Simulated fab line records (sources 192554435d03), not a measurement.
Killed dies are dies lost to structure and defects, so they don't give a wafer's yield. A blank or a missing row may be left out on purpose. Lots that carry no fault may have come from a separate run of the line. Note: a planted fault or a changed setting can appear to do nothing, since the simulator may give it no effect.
fab line records	flow n5_finfet
record: lots: 10	wafers: 29	last_day: 19
route steps=1938 shown SD_EPI_P@311 BEOL_M4@1100 PASSIVATION@1936
lots that met no fault: taken from a fault-free run of the same line
start_h: start of the lot's first displayed wafer, in hours after the record's first day	wait_h: hours from the lot's prior step to this one	" identical to the entry in the row above	L1.1+2: several wafers, shown together as one row	- no value, or no start was given	* or withheld: withheld	< > ~ a bound
route shown NAME@n: NAME is a module with steps in the file, n the number in the route of the first one	usual: mean and standard deviation over wafers with no fault	same: alike in all rows	chamber/n: place in a boat	sites: readings site by site	_std_site: the values' standard deviation	_edge_site: mean of outer sites minus mean of inner sites	radius_mm: for every site, how far away it sits from the centre of the wafer	mask NAME#n: copy n	behind: the most recent tool/chamber to have shaped the wafer	hold: what put the lot on hold/how long, in hours/how the hold closed	device: which transistor (n, p or np) failed to switch	end of line: tests run on the same wafers once the route is complete	where a step has no rows: the recipe by itself	killed: dies lost to structure and defects at the first sort, not the wafer's yield	map: a wafer's dies, marking killed ones x, the rest . and places with no die _
set.NAME: the run value of the setting; set.NAME@STEP: its run value at that earlier step	model.NAME: the simulator's own value behind a step, which no gauge read
route steps across a sampled set of lots; one table per step, one row per wafer
services: when a tool's chamber went out of use (start_h, in hours from the record's first day, below 0 if earlier), for how many hours, and the reason
== steps ==
step: N5_SD_EPI_P_ETCH_47
recipe: chemistry: CH3F/O2	target: SiOCN	target_depth_a: 250	mask_material: SOC	ion_energy_ev: 60	bias_w: 29	pressure_mtorr: 30	source_w: 410	Ar_flow_sccm: 150	CH3F_flow_sccm: 30	O2_flow_sccm: 20
usual: drypump_motor_current_A: 5.6/0.32	oes_o_777_au: 0.75/0.07	oes_product_au: 0.74/0.069	rf_vpp_V: 127.6/2.8	showerhead_plenum_p_Torr: 1.98/0.063	throttle_valve_pct: 16.38/0.19
lot.wafer	tool	chamber	start_h	wait_h	drypump_motor_current_A	oes_o_777_au	oes_product_au	rf_hours_counter_h	rf_vpp_V	showerhead_plenum_p_Torr	throttle_valve_pct
L613.1	rie_diel-02	3	69.81	0.1	5.7	0.75	0.73	181	122.8	1.97	16.48
L613.2	"	2	"	"	5.4	0.72	0.73	194	131.7	1.99	16.25
L613.6	"	0	"	"	5.4	0.71	0.71	-	130.1	2.06	16.47
L614.3	rie_diel-06	3	70.12	0.1	5.3	0.78	0.77	133	128.1	1.93	16.61
L614.4	"	2	"	"	5.2	0.75	0.74	-	128.8	2.08	16.35
L614.6	"	3	"	"	5.4	0.77	0.77	-	129.4	1.93	16.62
L615.4	rie_diel-02	3	81.42	0.1	5.7	0.74	0.73	184	124.6	1.97	16.48
L615.5	"	0	"	"	5.4	0.71	0.71	-	129.6	2.05	16.48
L615.6	"	3	"	"	5.7	0.74	0.74	-	123.1	1.97	16.47
L618.2	rie_diel-02	1	89.95	0.1	6.0	0.73	0.74	151	126.8	1.91	16.02
L618.4	"	0	"	"	5.4	0.70	0.70	221	128.4	2.05	16.47
L618.5	"	0	"	"	5.4	0.70	0.71	-	129.6	2.05	16.49
L620.1	rie_diel-02	3	105.88	0.1	5.7	0.74	0.72	192	123.6	1.97	16.50
L620.3	"	0	"	"	5.5	0.70	0.71	226	129.1	2.05	16.51
L620.4	"	1	"	"	6.1	0.73	0.73	156	127.4	1.91	16.02
L621.2	rie_diel-04	1	106.04	0.1	6.3	0.73	0.71	213	124.8	1.91	16.54
L621.3	"	3	"	"	5.7	0.71	0.70	221	125.4	1.96	16.45
L621.6	"	2	"	"	5.2	0.75	0.74	-	130.6	2.10	16.44
L623.1	rie_diel-02	0	122.24	0.1	5.4	0.70	0.70	232	129.0	2.05	16.54
L623.4	"	1	"	"	6.0	0.72	0.73	162	126.4	1.91	16.03
L623.6	"	0	"	"	5.4	0.69	0.70	-	129.7	2.05	16.51
L624.2	rie_diel-06	2	131.18	0.1	5.2	0.73	0.73	200	130.6	2.07	16.39
L624.4	"	3	"	"	5.4	0.75	0.75	156	128.6	1.92	16.67
L624.5	"	1	"	"	5.6	0.77	0.76	-	128.1	1.92	16.32
L629.2	rie_diel-02	0	156.17	0.1	5.4	0.68	0.69	246	129.5	2.04	16.56
L629.5	"	3	"	"	5.7	0.72	0.72	-	124.1	1.96	16.52
L629.6	"	2	"	"	5.5	0.70	0.71	-	132.4	1.98	16.31
L633.1	rie_diel-02	3	182.45	0.1	5.7	0.72	0.71	221	124.1	1.96	16.56
L633.6	"	1	"	"	6.0	0.71	0.71	-	126.1	1.90	16.05
step: N5_BEOL_M4_SPUTTER_96
recipe: material: Cu	target_thk_a: 45	temp_c: -20	chamber_pressure_pa: 0.07	power_w: withheld	time_s: 8.29
usual: throttle_valve_pct: 30.2/0.73
lot.wafer	tool	chamber	start_h	wait_h	throttle_valve_pct
L613.1	pvd_sputter-03	-	196.34	0.1	30.2
L613.2	"	-	"	"	29.4
L613.6	"	-	"	"	29.8
L615.4	pvd_sputter-02	-	242.88	0.1	31.1
L615.5	"	-	"	"	29.1
L615.6	"	-	"	"	30.3
L618.2	pvd_sputter-03	-	263.59	0.1	29.9
L618.4	"	-	"	"	29.4
L618.5	"	-	"	"	29.6
L620.1	pvd_sputter-03	-	275.21	0.1	30.5
L620.3	"	-	"	"	29.6
L620.4	"	-	"	"	29.9
L621.2	pvd_sputter-01	-	280.81	0.1	31.0
L621.3	"	-	"	"	29.4
L621.6	"	-	"	"	29.2
L623.1	pvd_sputter-03	-	294.12	0.1	31.2
L623.4	"	-	"	"	29.4
L623.6	"	-	"	"	30.5
L624.2	pvd_sputter-01	-	298.93	0.1	29.3
L624.4	"	-	"	"	31.0
L624.5	"	-	"	"	30.9
L614.3	pvd_sputter-02	-	305.70	0.1	30.5
L614.4	"	-	"	"	30.2
L614.6	"	-	"	"	30.9
L629.2	pvd_sputter-01	-	328.55	0.1	30.8
L629.5	"	-	"	"	31.2
L629.6	"	-	"	"	31.0
L633.1	pvd_sputter-03	-	341.42	0.1	29.6
L633.6	"	-	"	"	29.5
step: N5_BEOL_M4_PRE_CLEAN_60
recipe: gas: NH3/H2	time_s: 15	temp_c: *	rf_power_w: 300
usual: heater_power_w: 87/8.5
lot.wafer	tool	chamber	start_h	wait_h	heater_power_w
L613.1	cvd_co-01	1	197.17	0.0	82
L613.2	"	2	"	"	89
L613.6	"	1	"	"	83
L615.4	cvd_co-01	0	243.72	0.1	80
L615.5	"	1	"	"	81
L615.6	"	2	"	"	91
L618.2	cvd_co-02	2	264.41	0.0	76
L618.4	"	0	"	"	93
L618.5	"	2	"	"	74
L620.1	cvd_co-01	0	276.04	0.0	78
L620.3	"	1	"	"	83
L620.4	"	1	"	"	83
L621.2	cvd_co-02	1	281.64	0.0	103
L621.3	"	0	"	"	92
L621.6	"	0	"	"	94
L623.1	cvd_co-01	0	297.24	0.1	77
L623.4	"	1	"	"	82
L623.6	"	0	"	"	80
L624.2	cvd_co-01	1	299.94	0.0	84
L624.4	"	1	"	"	81
L624.5	"	2	"	"	93
L614.3	cvd_co-02	1	306.60	0.0	97
L614.4	"	1	"	"	100
L614.6	"	0	"	"	93
L629.2	cvd_co-02	2	329.85	0.0	76
L629.5	"	2	"	"	76
L629.6	"	1	"	"	97
L633.1	cvd_co-01	0	342.25	0.0	79
L633.6	"	0	"	"	78
step: N5_BEOL_M4_CO_CAP_55
recipe: material: Co	target_thk_a: 20	temp_c: 200	precursor: CCTBA/H2	pressure_torr: 30	time_s: 102.1
usual: heater_power_w: 238/11
lot.wafer	tool	chamber	start_h	wait_h	heater_power_w
L613.1	cvd_co-01	1	197.21	0.0	230
L613.2	"	2	"	"	239
L613.6	"	1	"	"	236
L615.4	cvd_co-01	0	243.78	0.0	231
L615.5	"	1	"	"	233
L615.6	"	2	"	"	242
L618.2	cvd_co-02	2	264.45	0.0	221
L618.4	"	0	"	"	239
L618.5	"	2	"	"	225
L620.1	cvd_co-01	0	276.08	0.0	222
L620.3	"	1	"	"	227
L620.4	"	1	"	"	235
L621.2	cvd_co-02	1	281.68	0.0	259
L621.3	"	0	"	"	246
L621.6	"	0	"	"	248
L623.1	cvd_co-01	0	297.28	0.0	228
L623.4	"	1	"	"	231
L623.6	"	0	"	"	222
L624.2	cvd_co-01	1	299.98	0.0	234
L624.4	"	1	"	"	230
L624.5	"	2	"	"	243
L614.3	cvd_co-02	1	306.64	0.0	253
L614.4	"	1	"	"	258
L614.6	"	0	"	"	242
L629.2	cvd_co-02	2	329.91	0.0	231
L629.5	"	2	"	"	225
L629.6	"	1	"	"	251
L633.1	cvd_co-01	0	342.29	0.0	229
L633.6	"	0	"	"	229
step: N5_BEOL_M4_RC_MEAS_101
usual: DIBL_N: 36.0/1.7	DIBL_P: 36.2/1.9	IOFF_N: 0.154/0.028	IOFF_P: 0.21/0.036	ION_N: 675/11	ION_P: 463/8.3	RC_DENSE_P: 23.5/0.53	RC_P: 19.2/0.42	REXT_P: 100.1/2.5	SS_N: 71.4/0.63	SS_P: 73.2/0.55	VT_N: 250.2/3	VT_P: -251/3.7
lot.wafer	tool	chamber	start_h	wait_h	DIBL_N[mV/V]	DIBL_P[mV/V]	IOFF_N[nA/um]	IOFF_P[nA/um]	ION_N[uA/um]	ION_P[uA/um]	RC_DENSE_P[ohm.um]	RC_P[ohm.um]	REXT_P[ohm.um]	SS_N[mV/dec]	SS_P[mV/dec]	VT_N[mV]	VT_P[mV]
L613.1	prober-01	0	197.44	0.0	35.0	33.2	0.116	0.17	670	455	23.3	18.9	100.8	71.2	73.0	252.2	-252
L613.2	"	0	"	"	38.3	38.5	0.186	0.26	688	474	23.1	18.8	98.6	72.9	73.9	245.6	-247
L613.6	"	0	"	"	39.0	38.7	0.196	0.26	700	477	22.3	18.4	98.6	72.4	73.9	245.2	-246
L615.4	prober-02	0	244.44	0.5	32.7	32.2	0.103	0.16	668	463	23.4	19.0	98.9	70.7	72.2	255.7	-256
L615.5	"	0	"	"	35.9	34.8	0.140	0.19	672	457	23.0	18.8	99.1	70.7	73.0	251.5	-255
L615.6	"	0	"	"	36.7	36.0	0.152	0.20	678	458	23.1	18.7	98.9	70.6	73.6	250.0	-251
L618.2	prober-02	0	264.84	0.2	34.7	35.6	0.134	0.18	666	460	22.4	18.5	104.4	71.4	72.7	252.2	-252
L618.4	"	0	"	"	35.7	36.4	0.155	0.20	679	461	22.7	18.4	104.3	71.4	72.8	248.9	-251
L618.5	"	0	"	"	35.7	36.5	0.146	0.19	674	465	24.2	19.8	105.1	71.2	72.5	249.6	-251
L620.1	prober-01	0	276.31	0.0	32.5	32.9	0.102	0.15	657	452	23.5	19.3	103.0	70.8	71.7	255.7	-254
L620.3	"	0	"	"	35.8	37.7	0.158	0.21	673	465	24.4	19.6	103.7	71.1	73.0	249.3	-248
L620.4	"	0	"	"	33.1	34.8	0.113	0.17	662	463	23.6	19.4	101.4	70.6	72.3	252.1	-254
L621.2	prober-02	0	282.07	0.2	35.3	34.8	0.139	0.19	680	463	23.4	19.1	97.8	71.2	73.5	248.6	-253
L621.3	"	0	"	"	37.6	36.5	0.168	0.21	674	459	23.7	19.5	99.8	72.3	73.3	250.2	-250
L621.6	"	0	"	"	35.9	35.5	0.142	0.19	670	453	24.2	19.6	100.2	71.2	73.5	251.0	-254
L623.1	prober-01	0	297.52	0.0	38.1	39.2	0.194	0.22	699	468	24.1	19.7	98.1	71.7	73.8	248.7	-251
L623.4	"	0	"	"	36.0	36.2	0.148	0.17	669	449	25.0	20.3	99.9	71.4	73.2	251.7	-256
L623.6	"	0	"	"	37.3	37.9	0.170	0.20	677	454	23.9	19.3	97.7	71.6	73.6	249.3	-255
L624.2	prober-02	0	300.37	0.2	35.6	36.0	0.124	0.18	651	450	23.6	19.3	99.7	71.6	72.4	252.7	-252
L624.4	"	0	"	"	37.3	38.0	0.157	0.21	668	456	23.4	19.1	99.5	72.5	72.9	251.6	-251
L624.5	"	0	"	"	38.7	38.1	0.185	0.22	668	457	22.9	18.7	98.0	72.8	73.2	248.1	-249
L614.3	prober-01	0	307.21	0.3	34.5	35.1	0.143	0.19	664	458	23.7	19.3	99.7	71.8	73.2	250.0	-254
L614.4	"	0	"	"	36.8	38.3	0.181	0.23	683	470	23.6	19.2	97.9	71.7	74.0	249.0	-251
L614.6	"	0	"	"	37.0	39.3	0.202	0.26	688	469	23.5	19.4	99.4	72.3	73.5	244.7	-247
L629.2	prober-01	0	330.34	0.2	34.8	35.1	0.140	0.18	665	452	23.1	18.7	96.7	71.5	73.5	250.6	-255
L629.5	"	0	"	"	32.6	32.5	0.105	0.15	658	454	21.9	18.0	94.7	70.6	73.3	256.1	-255
L629.6	"	0	"	"	35.5	35.8	0.151	0.20	662	457	23.5	19.2	94.7	70.9	73.1	249.8	-253
L633.1	prober-02	0	342.53	0.0	35.8	36.0	0.154	0.23	668	470	23.9	19.6	100.2	70.8	72.6	248.9	-245
L633.6	"	0	"	"	34.3	33.4	0.134	0.17	668	448	27.7	22.6	115.0	70.7	72.6	252.2	-249
step: N5_PASSIVATION_PROBE_49
usual: defect_limited_yield: 90.9/1.4	killed_at_M0_to_M3: 38/11	killed_at_M4_up: 13/5.9	killed_at_contacts: 14/6.4	killed_at_front_end: 38/11	killed_at_other: 3.3/2.5	killed_dies: 107/16	killed_open: 70/12	killed_short: 35/7.7	sort_bin_5_function: 5.3/0.94	sort_bin_6_memory: 3.5/0.7	sort_bin_8_speed: 0.00/0.007	sort_n_pass: 1073/16	sort_yield_pct: 90.9/1.4
same: gross_dies: 1180	killed_at_back_side: 0	sort_bin_4_leakage[%]: 0
lot.wafer	tool	chamber	start_h	wait_h	defect_limited_yield[%]	killed_at_M0_to_M3	killed_at_M4_up	killed_at_contacts	killed_at_front_end	killed_at_other	killed_dies	killed_open	killed_short	sort_bin_5_function[%]	sort_bin_6_memory[%]	sort_bin_8_speed[%]	sort_n_pass	sort_yield_pct[%]
L623.6	prober-01	-	407.28	0.3	90.0	45	20	18	31	4	118	82	36	5.9	3.6	0	1062	90.0
L624.2	prober-01	-	414.28	0.1	90.3	29	9	7	63	6	114	71	42	5.4	3.7	0	1066	90.3
L624.5	prober-01	-	414.43	0.2	89.6	47	18	14	38	6	123	81	40	6.4	3.5	0	1057	89.6
L629.2	prober-01	-	443.73	0.1	92.9	22	12	10	40	0	84	50	28	4.0	2.4	0	1096	92.9
L629.5	prober-01	-	443.88	0.2	92.5	25	6	9	44	5	89	61	26	4.7	2.8	0	1091	92.5
L629.6	prober-01	-	443.93	0.3	93.9	24	6	10	29	3	72	51	17	3.4	2.5	0	1108	93.9
L633.6	prober-02	-	462.19	0.3	92.3	43	6	8	29	5	91	68	23	3.8	3.6	0	1089	92.3
killed by level:class
L623.6 MOL_CONTACT_COAG:geometric_particle:open=14 FIN_SAQP:geometric_particle:short=12 BEOL_M2:geometric_particle:open=9 BEOL_M3:geometric_particle:open=9 FIN_SAQP:geometric_particle:open=8 BEOL_M0_SAQP:geometric_particle:open=7 BEOL_M0:geometric_particle:open=6 BEOL_M4:geometric_particle:open=6
L624.2 STI_FIN_REVEAL:geometric_particle:open=19 FIN_SAQP:geometric_particle:open=9 FIN_SAQP:geometric_particle:short=7 DUMMY_GATE:geometric_particle:open=5 BEOL_M1:geometric_particle:short=5 BEOL_M0_SAQP:geometric_particle:open=5 STI_FIN_REVEAL:geometric_particle:short=4 ILD0:geometric_particle:open=4
L624.5 MOL_CONTACT_COAG:geometric_particle:open=13 BEOL_M0_SAQP:geometric_particle:short=13 BEOL_M0_SAQP:geometric_particle:open=12 BEOL_M3:geometric_particle:open=9 STI_FIN_REVEAL:geometric_particle:open=8 FIN_SAQP:geometric_particle:open=6 BEOL_M4:geometric_particle:open=5 FIN_SAQP:geometric_particle:short=4
L629.2 STI_FIN_REVEAL:geometric_particle:open=13 MOL_CONTACT_COAG:geometric_particle:open=7 BEOL_M0_SAQP:geometric_particle:short=7 BEOL_M0_SAQP:geometric_particle:open=6 STARTING-WAFER:geometric_particle:short=6 HKMG_FIN:area_etch=5 FIN_SAQP:geometric_particle:short=4 BEOL_M1:geometric_particle:open=4
L629.5 STI_FIN_REVEAL:geometric_particle:open=16 FIN_SAQP:geometric_particle:open=8 MOL_CONTACT_COAG:geometric_particle:open=7 FIN_SAQP:geometric_particle:short=6 BEOL_M0_SAQP:geometric_particle:short=6 BEOL_M1:geometric_particle:open=6 BEOL_M0_SAQP:geometric_particle:open=3 DUMMY_GATE:geometric_particle:open=3
L629.6 FIN_SAQP:geometric_particle:open=7 STI_FIN_REVEAL:geometric_particle:open=7 MOL_CONTACT_COAG:geometric_particle:open=7 BEOL_M1:geometric_particle:open=7 BEOL_M0_SAQP:geometric_particle:short=5 BEOL_M2:geometric_particle:open=5 FIN_SAQP:geometric_particle:short=3 DUMMY_GATE:geometric_particle:open=3
L633.6 BEOL_M3:geometric_particle:open=16 STI_FIN_REVEAL:geometric_particle:open=15 BEOL_M2:geometric_particle:open=10 MOL_CONTACT_COAG:geometric_particle:open=7 BEOL_M0_SAQP:geometric_particle:short=4 BEOL_M1:geometric_particle:open=4 GATE_CUT:geometric_particle:short=3 BEOL_M0_SAQP:geometric_particle:open=3
== services ==
tool	chamber	start_h	hours	kind
rie_diel-02	-	70.01	0.2	repair
pvd_sputter-02	-	78.31	1.8	repair
cvd_co-02	-	95.96	1.2	repair
rie_diel-06	0	104.78	5.5	repair
cvd_co-01	-	127.61	4.3	pm
rie_diel-02	1	154.13	5.4	repair
cvd_co-01	1	159.00	11.8	repair
rie_diel-02	-	179.40	1.0	repair
rie_diel-06	2	189.08	10.0	repair
rie_diel-06	-	200.13	14.6	pm
pvd_sputter-03	-	205.12	1.6	repair
cvd_co-02	-	223.15	3.8	pm
rie_diel-06	2	226.76	7.4	repair
pvd_sputter-01	-	237.91	1.1	repair
rie_diel-02	-	257.06	72.1	repair
cvd_co-01	-	269.08	2.8	pm
cvd_co-02	-	271.83	6.9	pm
cvd_co-01	-	289.41	7.4	repair
cvd_co-01	-	303.92	14.6	pm
cvd_co-02	0	312.38	18.0	repair
cvd_co-01	-	318.52	6.9	pm
rie_diel-02	-	329.20	14.6	pm
rie_diel-06	3	331.95	2.6	repair
rie_diel-06	-	338.02	0.6	repair
== key ==
first_sign: step: N5_BEOL_M4_RC_MEAS_101	reading: RC_P	direction: up	sigmas: 8.3	usual: 19.2	struck: 22.6
effect: step: N5_BEOL_M4_RC_MEAS_101	reading: RC_DENSE_P	direction: up	sigmas: 7.9	usual: 23.5	struck: 27.7
effect: step: N5_BEOL_M4_RC_MEAS_101	reading: REXT_P	direction: up	sigmas: 6	usual: 100.1	struck: 115.0
met_at N5_SD_EPI_P_ETCH_47
struck_lots L633
struck_wafers L633.6
not_acting_at N5_BEOL_M4_SPUTTER_96,N5_BEOL_M4_PRE_CLEAN_60,N5_BEOL_M4_CO_CAP_55
onset_between 122.24 182.45
fault: kind: process_parameter_drift	tool: rie_diel-02	chamber: 1	onset_h: 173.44	steps: N5_SD_EPI_P_ETCH_47	channel: target_depth_a	offset: -96.416	shape: step	acts_in: these_recipes_only	stated: 250
